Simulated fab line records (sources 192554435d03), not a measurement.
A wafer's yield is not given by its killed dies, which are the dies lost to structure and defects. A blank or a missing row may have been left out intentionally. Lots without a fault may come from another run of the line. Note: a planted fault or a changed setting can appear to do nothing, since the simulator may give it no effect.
fab line records	flow n5-finfet
record: lots: 7	wafers: 21
route steps=1938 shown BEOL_M1@758 BEOL_M2@873 BEOL_M3@963 BEOL_M4@1062 BEOL_M5@1160 BEOL_M6@1220
start-h: hours from the record's opening day to when the first of the lot's shown wafers began	wait-h: time in hours since the lot's previous step	" as in the row above	L1.1+2: several wafers, shown together as one row	- no value present, or no start provided	* or withheld: withheld	< > ~ a bound
route shown NAME@n: NAME is a module with steps in the file, n the number in the route of the first one	usual: mean/standard deviation of fault-free wafers	same: alike in all rows	chamber/n: place in a boat	sites: the reading at each site	_std_site: standard deviation of those values	_edge_site: outer sites' mean less inner sites'	radius-mm: how far each site lies from the wafer's centre	mask NAME#n: copy n	behind: the most recent tool/chamber to have shaped the wafer	hold: why the lot went on hold/how many hours it stayed there/how the hold came to an end	device: the n, p or np transistor that did not switch	end of line: tests run on the same wafers once the route is complete	where a step has no rows: the recipe by itself	killed: not the wafer's yield, but the dies lost to structure and defects at the first sort	map: per-die view of a wafer (x killed, . not killed, _ where there is no die)
set.NAME: the run value of the setting; set.NAME@STEP: its run value at that earlier step	model.NAME: the simulator's own value behind a step, which no gauge read
lots whose settings were changed on purpose; a table a step, a row a wafer
== steps ==
step: N5_BEOL_M1_COAT_05
recipe: resist: CAR-EUV	spin-rpm: 1500	resist-thk-nm: 30
lot.wafer	tool	chamber	start-h	wait-h	set.spin-rpm	model.CAR-EUV_of_BEOL_M1_COAT_05.thk-nm
L078.4	litho-track-03	0	-	-	1500	30
L078.5+6	"	0	"	"	1448	30.6
L082.3	litho-track-05	0	-	-	1640	28.8
L082.4	"	0	"	"	1500	30
L082.5	"	0	"	"	1500	30.2
L085.2	litho-track-05	0	-	-	1500	30
L085.3	"	0	"	"	1500	30.2
L085.5	"	0	"	"	1358	31.6
L088.2+3	litho-track-04	0	-	-	1653	28.8
L088.6	"	0	"	"	1500	30.2
L089.1	litho-track-05	0	-	-	1423	30.8
L089.2	"	0	"	"	1423	31
L089.5	"	0	"	"	1500	30.2
L091.1+3+5	litho-track-03	0	-	-	1500	30
L093.2+5+6	litho-track-05	0	-	-	1500	30.2
step: N5_BEOL_M1_EXPOSE_08
recipe: mask-id: M1	na: 0.33	source-shape: dipole	sigma-inner: 0.369	sigma-outer: 0.767	polarization: unpolarized	dose-mj: 33
lot.wafer	tool	chamber	start-h	wait-h	mask	set.dose-mj
L078.4	euv-scanner-01	0	155.89	-	M1#0	33
L078.5+6	"	0	"	"	M1#0	31.59
L082.3+5	euv-scanner-02	0	174.58	-	M1#0	33
L082.4	"	0	"	"	M1#0	34.49
L085.2	euv-scanner-02	0	194.73	-	M1#0	30.84
L085.3+5	"	0	"	"	M1#0	33
L088.2	euv-scanner-02	0	204.85	-	M1#0	33
L088.3+6	"	0	"	"	M1#0	34.56
L089.1+2+5	euv-scanner-02	0	213.98	-	M1#0	33
L091.1+3+5	euv-scanner-01	0	224.07	-	M1#0	33
L093.2+5+6	euv-scanner-01	0	237.45	-	M1#0	33
step: N5_BEOL_M1_PEB_09
recipe: peb-temp-c: 100	peb-time-s: 60	resist: CAR-EUV
step: N5_BEOL_M1_DEVELOP_10
recipe: develop-time-s: 30	developer: TMAH	resist: CAR-EUV	rinse-liquid: surfactant-rinse	dry: air-spin	dev-temp-c: 23
lot.wafer	tool	chamber	start-h	wait-h	set.spin-rpm@BEOL_M1_COAT_05	model.CAR-EUV_of_BEOL_M1_COAT_05.thk-nm
L078.4	litho-track-05	0	-	-	1500	29.6
L078.5	"	0	"	"	1448	30.2
L078.6	"	0	"	"	1448	30
L082.3	litho-track-04	0	-	-	1640	28.4
L082.4+5	"	0	"	"	1500	29.6
L085.2+3	litho-track-05	0	-	-	1500	29.6
L085.5	"	0	"	"	1358	31.2
L088.2	litho-track-04	0	-	-	1653	28.2
L088.3	"	0	"	"	1653	28.4
L088.6	"	0	"	"	1500	29.8
L089.1+2	litho-track-03	0	-	-	1423	30.4
L089.5	"	0	"	"	1500	29.6
L091.1+5	litho-track-03	0	-	-	1500	29.4
L091.3	"	0	"	"	1500	29.6
L093.2+5	litho-track-04	0	-	-	1500	29.6
L093.6	"	0	"	"	1500	29.8
step: N5_BEOL_M1_CD_MEAS_11
recipe: target-cd-nm: 17.05	landing-energy-ev: 500	detector: se-inlens	polarity: opening
usual: cd-nm: 17.07/0.24
lot.wafer	tool	chamber	start-h	wait-h	set.dose-mj@BEOL_M1_EXPOSE_08	cd-nm
L078.4	cd-sem-02	0	156.00	-	33	16.92
L078.5	"	0	"	"	31.59	15.98
L078.6	"	0	"	"	31.59	16.62
L082.3	cd-sem-02	0	174.70	-	33	17.03
L082.4	"	0	"	"	34.49	17.91
L082.5	"	0	"	"	33	17.03
L085.2	cd-sem-03	0	194.85	-	30.84	15.81
L085.3	"	0	"	"	33	16.85
L085.5	"	0	"	"	33	17.41
L088.2	cd-sem-01	0	204.97	-	33	17.04
L088.3	"	0	"	"	34.56	17.94
L088.6	"	0	"	"	34.56	17.76
L089.1	cd-sem-01	0	214.10	-	33	16.85
L089.2	"	0	"	"	33	16.72
L089.5	"	0	"	"	33	16.92
L091.1	cd-sem-03	0	224.20	-	33	17.55
L091.3	"	0	"	"	33	17.18
L091.5	"	0	"	"	33	16.93
L093.2	cd-sem-03	0	237.58	-	33	16.98
L093.5	"	0	"	"	33	16.74
L093.6	"	0	"	"	33	16.79
step: N5_BEOL_M1_DESCUM_16
recipe: chemistry: O2	time-s: 7	source-power-w: 50	bias-power-w: 20	pressure-mtorr: 20	rf-frequency-hz: 2.712e+07	temp-c: 40	resist: CAR-EUV	o2-flow-sccm: 225
step: N5_BEOL_M1_ETCH_74
recipe: chemistry: N2/H2	target: underlayer	target-depth-a: 65	mask-material: CAR-EUV	time-s: 5.2	ion-energy-ev: 200	pressure-mtorr: 30	source-w: 840	bias-w: 150	n2-flow-sccm: 200	h2-flow-sccm: 200	ends: cleared
lot.wafer	tool	chamber	start-h	wait-h	set.dose-mj@BEOL_M1_EXPOSE_08	model.BEOL_M1.cd-offset-nm
L078.4	rie-diel-04	1	156.16	0.0	33	0
L078.5	"	3	"	"	31.59	-1
L078.6	"	2	"	"	31.59	-0.6
L082.3	rie-diel-01	3	174.89	0.0	33	0.4
L082.4	"	1	"	"	34.49	1
L082.5	"	2	"	"	33	-0.2
L085.2	rie-diel-02	0	195.00	0.0	30.84	-1
L085.3+5	"	2,0	"	"	33	0.2
L088.2	rie-diel-04	0	205.43	0.0	33	0.2
L088.3+6	"	1	"	"	34.56	1
L089.1+2	rie-diel-02	1,3	214.26	0.0	33	-0.4
L089.5	"	0	"	"	33	0.2
L091.1+3	rie-diel-02	1,3	224.83	0.0	33	-0.2
L091.5	"	2	"	"	33	0.2
L093.2	rie-diel-04	2	238.32	0.0	33	0
L093.5	"	3	"	"	33	-0.2
L093.6	"	0	"	"	33	0.2
step: N5_BEOL_M2_EXPOSE_25
recipe: mask-id: V1	na: 0.33	source-shape: quasar	sigma-inner: 0.2	sigma-outer: 0.8	polarization: unpolarized	defocus-nm: 5	dose-mj: 63
lot.wafer	tool	chamber	start-h	wait-h	mask	set.dose-mj
L078.4+5+6	euv-scanner-01	0	165.51	-	V1#0	61.43
L082.3+5	euv-scanner-02	0	182.83	-	V1#0	59.19
L082.4	"	0	"	"	V1#0	63
L085.2+3+5	euv-scanner-01	0	205.08	-	V1#0	63
L088.2+3	euv-scanner-01	0	224.38	-	V1#0	60
L088.6	"	0	"	"	V1#0	63
L089.1+5	euv-scanner-02	0	224.56	-	V1#0	63
L089.2	"	0	"	"	V1#0	66.17
L091.1+3+5	euv-scanner-02	0	235.35	-	V1#0	63
L093.2	euv-scanner-02	0	246.95	-	V1#0	58.68
L093.5+6	"	0	"	"	V1#0	63
step: N5_BEOL_M2_PEB_26
recipe: peb-temp-c: 100	peb-time-s: 60	resist: CAR-EUV
step: N5_BEOL_M2_DEVELOP_27
recipe: develop-time-s: 30	developer: TMAH	resist: CAR-EUV	rinse-liquid: surfactant-rinse	dry: air-spin	dev-temp-c: 23
step: N5_BEOL_M2_CD_MEAS_28
recipe: target-cd-nm: 26.2	landing-energy-ev: 500	detector: se-inlens	target-cd-y-nm: 24.1	polarity: opening
usual: cd-nm: 26.16/0.25
lot.wafer	tool	chamber	start-h	wait-h	set.dose-mj@BEOL_M2_EXPOSE_25	cd-nm
L078.4	cd-sem-03	0	165.63	-	61.43	25.59
L078.5	"	0	"	"	61.43	25.66
L078.6	"	0	"	"	61.43	26.26
L082.3	cd-sem-02	0	182.96	-	59.19	25.29
L082.4	"	0	"	"	63	26.67
L082.5	"	0	"	"	59.19	25.19
L085.2	cd-sem-01	0	205.21	-	63	25.74
L085.3	"	0	"	"	63	26.03
L085.5	"	0	"	"	63	25.87
L088.2	cd-sem-03	0	224.52	-	60	24.97
L088.3	"	0	"	"	60	25.43
L088.6	"	0	"	"	63	26.09
L089.1	cd-sem-03	0	224.70	-	63	26.07
L089.2	"	0	"	"	66.17	27.06
L089.5	"	0	"	"	63	26.06
L091.1	cd-sem-02	0	235.49	-	63	25.95
L091.3	"	0	"	"	63	25.83
L091.5	"	0	"	"	63	26.30
L093.2	cd-sem-01	0	247.09	-	58.68	24.76
L093.5	"	0	"	"	63	26.11
L093.6	"	0	"	"	63	25.91
step: N5_BEOL_M2_SPUTTER_94
recipe: material: Cu	target-thk-a: 45	temp-c: -20	chamber-pressure-pa: 0.07	power-w: withheld	time-s: 8.29
lot.wafer	tool	chamber	start-h	wait-h	set.time-s	model.Cu_of_BEOL_M2_SPUTTER_94.thk-nm
L078.4	pvd-sputter-01	-	172.92	0.1	8.29	4.4
L078.5+6	"	-	"	"	7.818	-
L082.3+5	pvd-sputter-01	-	192.11	0.1	8.29	4.6
L082.4	"	-	"	"	7.053	-
L085.2+3+5	pvd-sputter-01	-	212.61	0.1	8.29	4.4
L088.2+3+6	pvd-sputter-01	-	232.08	0.1	8.29	4.4
L089.1	pvd-sputter-03	-	238.22	0.1	8.29	4.4
L089.2	"	-	"	"	8.936	5
L089.5	"	-	"	"	8.936	-
L091.1	pvd-sputter-02	-	247.08	0.1	8.29	4.4
L091.3+5	"	-	"	"	8.29	4.6
L093.2	pvd-sputter-03	-	257.94	0.1	8.29	4.4
L093.5	"	-	"	"	9.18	4.8
L093.6	"	-	"	"	9.18	5
step: N5_BEOL_M3_EXPOSE_25
recipe: mask-id: V2	na: 0.33	source-shape: quasar	sigma-inner: 0.2	sigma-outer: 0.8	polarization: unpolarized	defocus-nm: 5	dose-mj: 63
lot.wafer	tool	chamber	start-h	wait-h	mask	set.dose-mj
L078.4+6	euv-scanner-01	0	176.25	-	V2#0	61.78
L078.5	"	0	"	"	V2#0	63
L082.3	euv-scanner-01	0	195.37	-	V2#0	63
L082.4+5	"	0	"	"	V2#0	64.33
L085.2+3+5	euv-scanner-02	0	215.64	-	V2#0	63
L088.2+6	euv-scanner-01	0	235.14	-	V2#0	63
L088.3	"	0	"	"	V2#0	66.39
L089.1+2+5	euv-scanner-01	0	242.64	-	V2#0	63
L091.1+3+5	euv-scanner-02	0	249.85	-	V2#0	63
L093.2+6	euv-scanner-01	0	262.39	-	V2#0	63
L093.5	"	0	"	"	V2#0	58.81
step: N5_BEOL_M3_PEB_26
recipe: peb-temp-c: 100	peb-time-s: 60	resist: CAR-EUV
step: N5_BEOL_M3_DEVELOP_27
recipe: develop-time-s: 30	developer: TMAH	resist: CAR-EUV	rinse-liquid: surfactant-rinse	dry: air-spin	dev-temp-c: 23
step: N5_BEOL_M3_CD_MEAS_28
recipe: target-cd-nm: 25.7	landing-energy-ev: 500	detector: se-inlens	target-cd-y-nm: 23.3	polarity: opening
usual: cd-nm: 25.77/0.23
lot.wafer	tool	chamber	start-h	wait-h	set.dose-mj@BEOL_M3_EXPOSE_25	cd-nm
L078.4	cd-sem-03	0	176.37	-	61.78	25.86
L078.5	"	0	"	"	63	26.29
L078.6	"	0	"	"	61.78	25.47
L082.3	cd-sem-02	0	195.50	-	63	25.73
L082.4	"	0	"	"	64.33	26.04
L082.5	"	0	"	"	64.33	26.50
L085.2	cd-sem-03	0	215.78	-	63	25.77
L085.3	"	0	"	"	63	25.84
L085.5	"	0	"	"	63	25.63
L088.2	cd-sem-03	0	235.28	-	63	25.82
L088.3	"	0	"	"	66.39	27.00
L088.6	"	0	"	"	63	25.82
L089.1	cd-sem-03	0	242.79	-	63	25.60
L089.2	"	0	"	"	63	25.96
L089.5	"	0	"	"	63	25.90
L091.1	cd-sem-03	0	249.99	-	63	25.50
L091.3	"	0	"	"	63	25.60
L091.5	"	0	"	"	63	25.79
L093.2	cd-sem-02	0	262.53	-	63	25.38
L093.5	"	0	"	"	58.81	24.62
L093.6	"	0	"	"	63	26.12
step: N5_BEOL_M4_ALD_98
recipe: material: SiO2	target-thk-a: 25	temp-c: 100	ald-precursor-family: BDEAS	ald-co-reactant: O2-plasma	pulse-time-s: 1	co-reactant-pulse-time-s: 1	purge-time-s: 2	co-reactant-purge-time-s: 2	ald-cycles: 17	pressure-torr: 2
lot.wafer	tool	chamber	start-h	wait-h	set.ald-cycles	model.SiO2_of_BEOL_M4_ALD_98.thk-nm
L078.4+5	ald-sin-04	3,2	185.66	0.6	15	2.2
L078.6	"	3	"	"	17	2.6
L082.3	ald-sin-02	2	205.05	0.1	17	2.4
L082.4+5	"	1,2	"	"	16	2.4
L085.2+5	ald-sin-04	2,1	227.55	0.1	16	2.4
L085.3	"	0	"	"	17	2.6
L088.2	ald-sin-01	0	243.75	0.1	19	2.8
L088.3	"	3	"	"	17	2.6
L088.6	"	0	"	"	17	2.4
L089.1+5	ald-sin-04	0,1	251.27	0.1	18	2.6
L089.2	"	2	"	"	17	2.6
L091.1+3+5	ald-sin-01	2,3,3	260.18	0.1	17	2.4
L093.2+5+6	ald-sin-01	0,0,1	279.62	0.1	17	2.6
step: N5_BEOL_M5_TRENCH_ETCH_37
recipe: chemistry: C4F6/O2	target-depth-a: 716.52	target: SiCOH_lowk	time-s: 24.7	ion-energy-ev: 250	pressure-mtorr: 30	source-w: 345	bias-w: 185	Ar_flow_sccm: 300	C4F6_flow_sccm: 10	O2_flow_sccm: 10
lot.wafer	tool	chamber	start-h	wait-h	set.time-s	model.etch.depth-nm	model.BEOL_M5.feature-depth-nm
L078.4	rie-diel-02	3	-	-	24.7	68.68	68.6
L078.5	"	2	"	"	24.7	73.23	73.2
L078.6	"	3	"	"	24.7	68.48	68.4
L082.3	rie-diel-04	2	-	-	19.81	54.97	55
L082.4	"	0	"	"	19.81	55.62	55.6
L082.5	"	1	"	"	24.7	72.47	72.4
L085.2	rie-diel-02	0	-	-	29.7	84.32	84.4
L085.3	"	2	"	"	29.7	87.08	87
L085.5	"	0	"	"	24.7	70	70
L088.2	rie-diel-04	2	-	-	24.7	69.57	69.6
L088.3	"	0	"	"	24.7	68.3	68.2
L088.6	"	0	"	"	20.35	56.84	56.8
L089.1	rie-diel-01	1	-	-	30	84.78	84.8
L089.2	"	3	"	"	24.7	68.99	69
L089.5	"	1	"	"	24.7	70.48	70.4
L091.1	rie-diel-01	1	-	-	24.7	69.88	69.8
L091.3	"	3	"	"	24.7	69.11	69.2
L091.5	"	2	"	"	24.7	72.57	72.6
L093.2	rie-diel-02	0	-	-	24.7	69.92	70
L093.5	"	2	"	"	24.7	72.96	73
L093.6	"	1	"	"	24.7	71.11	71.2
step: N5_BEOL_M5_ETCH_41
recipe: chemistry: CH3F/O2	target: SiCN	target-depth-a: 315	taper-deg: 2	time-s: 56.7	ion-energy-ev: 120	mask-material: TiN	pressure-mtorr: 30	source-w: 395	bias-w: 75	Ar_flow_sccm: 150	CH3F_flow_sccm: 30	O2_flow_sccm: 20
step: N5_BEOL_M5_STRIP_91
recipe: chemistry: N2/H2	time-s: 10	power-w: 450	temp-c: 40	pressure-mtorr: 20	rf-frequency-hz: 6e+07	bias-power-w: 7	n2-flow-sccm: 200	h2-flow-sccm: 200
step: N5_BEOL_M5_OCD_MEAS_38
usual: trench-depth-nm: 71.0/2
lot.wafer	tool	chamber	start-h	wait-h	set.time-s@BEOL_M5_TRENCH_ETCH_37	trench-depth-nm
L078.4	ocd-01	-	204.37	-	24.7	68.8
L078.5	"	-	"	"	24.7	73.3
L078.6	"	-	"	"	24.7	68.6
L082.3	ocd-01	-	223.39	-	19.81	54.9
L082.4	"	-	"	"	19.81	55.2
L082.5	"	-	"	"	24.7	72.7
L085.2	ocd-02	-	247.59	-	29.7	84.9
L085.3	"	-	"	"	29.7	87.3
L085.5	"	-	"	"	24.7	70.3
L088.2	ocd-02	-	262.31	-	24.7	70.0
L088.3	"	-	"	"	24.7	68.1
L088.6	"	-	"	"	20.35	57.2
L089.1	ocd-02	-	267.02	-	30	84.8
L089.2	"	-	"	"	24.7	68.9
L089.5	"	-	"	"	24.7	70.4
L091.1	ocd-02	-	272.19	-	24.7	69.1
L091.3	"	-	"	"	24.7	69.3
L091.5	"	-	"	"	24.7	73.0
L093.2	ocd-02	-	289.14	-	24.7	69.8
L093.5	"	-	"	"	24.7	73.2
L093.6	"	-	"	"	24.7	70.7
step: N5_BEOL_M5_HM_STRIP_39
recipe: chemistry: peroxide-tin-strip	material: TiN	target-depth-a: 250	temp-c: 50	time-s: 158
step: N5_BEOL_M5_SRD_40
recipe: time-s: 30	temp-c: 23	rinse-liquid: diw	dry: ipa-marangoni
step: N5_BEOL_M5_ECD_50
recipe: material: Cu	target-thk-a: 3000
step: N5_BEOL_M5_ANNEAL_51
recipe: temp-c: 225	time-s: 90	ambient: N2
step: N5_BEOL_M5_CMP_52
recipe: stop-on: SiCOH_lowk	t-overpolish-s: 6.9	down-force-psi: 1	platen-rpm: 50	clearing-platen-down-force-psi: 1.5	clearing-platen-rpm: 50	post-cmp-clean: cu-alkaline	target-thk-nm: 62	clearing-platen-pad-velocity-m-s: 0.99484	pad-velocity-m-s: 0.99484
lot.wafer	tool	chamber	start-h	wait-h	set.time-s@BEOL_M5_TRENCH_ETCH_37	model.Cu_of_BEOL_M5_ECD_50.thk-nm
L078.4	cmp-02	3	210.70	0.2	24.7	59.2
L078.6	"	1	"	"	24.7	58.6
L078.5	"	2	"	"	24.7	63
L082.4	cmp-01	3	229.92	0.1	19.81	48.6
L082.3	"	0	"	"	19.81	43.6
L082.5	"	0	"	"	24.7	62.4
L085.3	cmp-01	3	254.01	0.2	29.7	79.6
L085.2	"	0	"	"	29.7	73.2
L085.5	"	3	"	"	24.7	64.4
L088.2	cmp-02	1	269.85	0.3	24.7	59.8
L088.3	"	3	"	"	24.7	59
L088.6	"	1	"	"	20.35	48
L089.1	cmp-01	0	273.12	0.3	30	72.4
L089.2	"	1	"	"	24.7	60.8
L089.5	"	3	"	"	24.7	62
L091.1	cmp-02	2	278.93	0.3	24.7	58.8
L091.3	"	1	"	"	24.7	58.2
L091.5	"	3	"	"	24.7	63.4
L093.2	cmp-04	0	296.65	0.3	24.7	63.6
L093.6	"	2	"	"	24.7	64.4
L093.5	"	3	"	"	24.7	63.2
step: N5_BEOL_M5_THK_MEAS_53
recipe: thk-meas-gauge: xrf	reads: Cu_of_BEOL_M5_ECD_50
usual: M5_THK: 63.1/2.6
lot.wafer	tool	chamber	start-h	wait-h	set.time-s@BEOL_M5_TRENCH_ETCH_37	M5_THK[nm]
L078.4	film-metro-01	-	210.92	-	24.7	60.5
L078.5	"	-	"	"	24.7	64.6
L078.6	"	-	"	"	24.7	59.9
L082.3	film-metro-01	-	230.22	-	19.81	44.4
L082.4	"	-	"	"	19.81	49.8
L082.5	"	-	"	"	24.7	63.5
L085.2	film-metro-01	-	254.31	-	29.7	74.8
L085.3	"	-	"	"	29.7	81.3
L085.5	"	-	"	"	24.7	65.6
L088.2	film-metro-01	-	270.15	-	24.7	61.3
L088.3	"	-	"	"	24.7	60.5
L088.6	"	-	"	"	20.35	49.0
L089.1	film-metro-02	-	273.34	-	30	73.5
L089.2	"	-	"	"	24.7	62.2
L089.5	"	-	"	"	24.7	62.8
L091.1	film-metro-02	-	279.23	-	24.7	59.6
L091.3	"	-	"	"	24.7	58.8
L091.5	"	-	"	"	24.7	64.6
L093.2	film-metro-02	-	296.87	-	24.7	65.1
L093.5	"	-	"	"	24.7	64.3
L093.6	"	-	"	"	24.7	65.7
step: N5_BEOL_M5_PRE_CLEAN_77
recipe: gas: NH3/H2	time-s: 15	temp-c: *	rf-power-w: 300
step: N5_BEOL_M5_CO_CAP_78
recipe: material: Co	target-thk-a: 20	temp-c: 200	precursor: CCTBA/H2	pressure-torr: 30	time-s: 102.1
step: N5_BEOL_M5_PRE_CLEAN_55
recipe: gas: NH3	time-s: 15	temp-c: withheld	rf-power-w: 300
step: N5_BEOL_M5_DEP_56
recipe: material: SiCN	target-thk-a: 80	temp-c: withheld	precursor: 3MS/NH3	pressure-torr: 3	rf-w: 202	time-s: 14
step: N5_BEOL_M5_RS_MEAS_57
recipe: thk-meas-gauge: four-point-probe	reads: Co_of_BEOL_M5_CO_CAP_78+Cu_of_BEOL_M5_ECD_50+Co_of_BEOL_M5_CVD_47+TaN_of_BEOL_M5_ALD_86
usual: M5_RS: 0.389/0.019
lot.wafer	tool	chamber	start-h	wait-h	set.time-s@BEOL_M5_TRENCH_ETCH_37	M5_RS[ohm/sq]
L078.4	film-metro-02	-	211.19	0.0	24.7	0.409
L078.5	"	-	"	"	24.7	0.379
L078.6	"	-	"	"	24.7	0.414
L082.3	film-metro-02	-	230.48	0.1	19.81	0.601
L082.4	"	-	"	"	19.81	0.522
L082.5	"	-	"	"	24.7	0.385
L085.2	film-metro-02	-	254.60	0.1	29.7	0.317
L085.3	"	-	"	"	29.7	0.288
L085.5	"	-	"	"	24.7	0.371
L088.2	film-metro-02	-	270.41	0.1	24.7	0.404
L088.3	"	-	"	"	24.7	0.409
L088.6	"	-	"	"	20.35	0.532
L089.1	film-metro-01	-	273.60	0.0	30	0.321
L089.2	"	-	"	"	24.7	0.395
L089.5	"	-	"	"	24.7	0.386
L091.1	film-metro-02	-	279.49	0.0	24.7	0.413
L091.3	"	-	"	"	24.7	0.419
L091.5	"	-	"	"	24.7	0.376
L093.2	film-metro-02	-	297.13	0.1	24.7	0.375
L093.5	"	-	"	"	24.7	0.379
L093.6	"	-	"	"	24.7	0.369
step: N5_BEOL_M6_COAT_71
recipe: resist: underlayer	temp-c: 205	time-s: 60	spin-rpm: 1500	resist-thk-nm: 5
lot.wafer	tool	chamber	start-h	wait-h	set.spin-rpm
L078.4+6	litho-track-03	0	-	-	1647
L078.5	"	0	"	"	1500
L082.3+5	litho-track-05	0	-	-	1359
L082.4	"	0	"	"	1500
L085.2+5	litho-track-03	0	-	-	1391
L085.3	"	0	"	"	1500
L088.2+3	litho-track-03	0	-	-	1500
L088.6	"	0	"	"	1571
L089.1+2+5	litho-track-05	0	-	-	1500
L091.1+3+5	litho-track-03	0	-	-	1500
L093.2+5	litho-track-04	0	-	-	1500
L093.6	"	0	"	"	1386
== key ==
split: step: N5_BEOL_M1_COAT_05	setting: spin-rpm	stated: 1500	by: wafer
response: step: N5_BEOL_M1_COAT_05	reading: model.CAR-EUV_of_BEOL_M1_COAT_05.thk-nm	change: -0.145	per: 1%	r: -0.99
response: step: N5_BEOL_M1_DEVELOP_10	reading: model.CAR-EUV_of_BEOL_M1_COAT_05.thk-nm	change: -0.149	per: 1%	r: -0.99
split: step: N5_BEOL_M1_EXPOSE_08	setting: dose-mj	stated: 33	by: wafer
response: step: N5_BEOL_M1_CD_MEAS_11	reading: cd-nm	change: +0.184	per: 1%	r: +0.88
response: step: N5_BEOL_M1_ETCH_74	reading: model.BEOL_M1.cd-offset-nm	change: +0.184	per: 1%	r: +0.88
split: step: N5_BEOL_M2_EXPOSE_25	setting: dose-mj	stated: 63	by: wafer
response: step: N5_BEOL_M2_CD_MEAS_28	reading: cd-nm	change: +0.201	per: 1%	r: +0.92
split: step: N5_BEOL_M2_SPUTTER_94	setting: time-s	stated: 8.29	by: wafer
response: step: N5_BEOL_M2_SPUTTER_94	reading: model.Cu_of_BEOL_M2_SPUTTER_94.thk-nm	change: +0.0552	per: 1%	r: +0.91
split: step: N5_BEOL_M3_EXPOSE_25	setting: dose-mj	stated: 63	by: wafer
response: step: N5_BEOL_M3_CD_MEAS_28	reading: cd-nm	change: +0.199	per: 1%	r: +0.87
split: step: N5_BEOL_M4_ALD_98	setting: ald-cycles	stated: 17	by: wafer
response: step: N5_BEOL_M4_ALD_98	reading: model.SiO2_of_BEOL_M4_ALD_98.thk-nm	change: +0.0247	per: 1%	r: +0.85
split: step: N5_BEOL_M5_TRENCH_ETCH_37	setting: time-s	stated: 24.7	by: wafer
response: step: N5_BEOL_M5_TRENCH_ETCH_37	reading: model.etch.depth-nm	change: +0.759	per: 1%	r: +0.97
response: step: N5_BEOL_M5_TRENCH_ETCH_37	reading: model.BEOL_M5.feature-depth-nm	change: +0.759	per: 1%	r: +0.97
response: step: N5_BEOL_M5_OCD_MEAS_38	reading: trench-depth-nm	change: +0.767	per: 1%	r: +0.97
response: step: N5_BEOL_M5_CMP_52	reading: model.Cu_of_BEOL_M5_ECD_50.thk-nm	change: +0.638	per: 1%	r: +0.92
response: step: N5_BEOL_M5_THK_MEAS_53	reading: M5_THK	change: +0.65	per: 1%	r: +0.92
response: step: N5_BEOL_M5_RS_MEAS_57	reading: M5_RS	change: -0.00547	per: 1%	r: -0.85
split: step: N5_BEOL_M6_COAT_71	setting: spin-rpm	stated: 1500	by: wafer
response none in this file
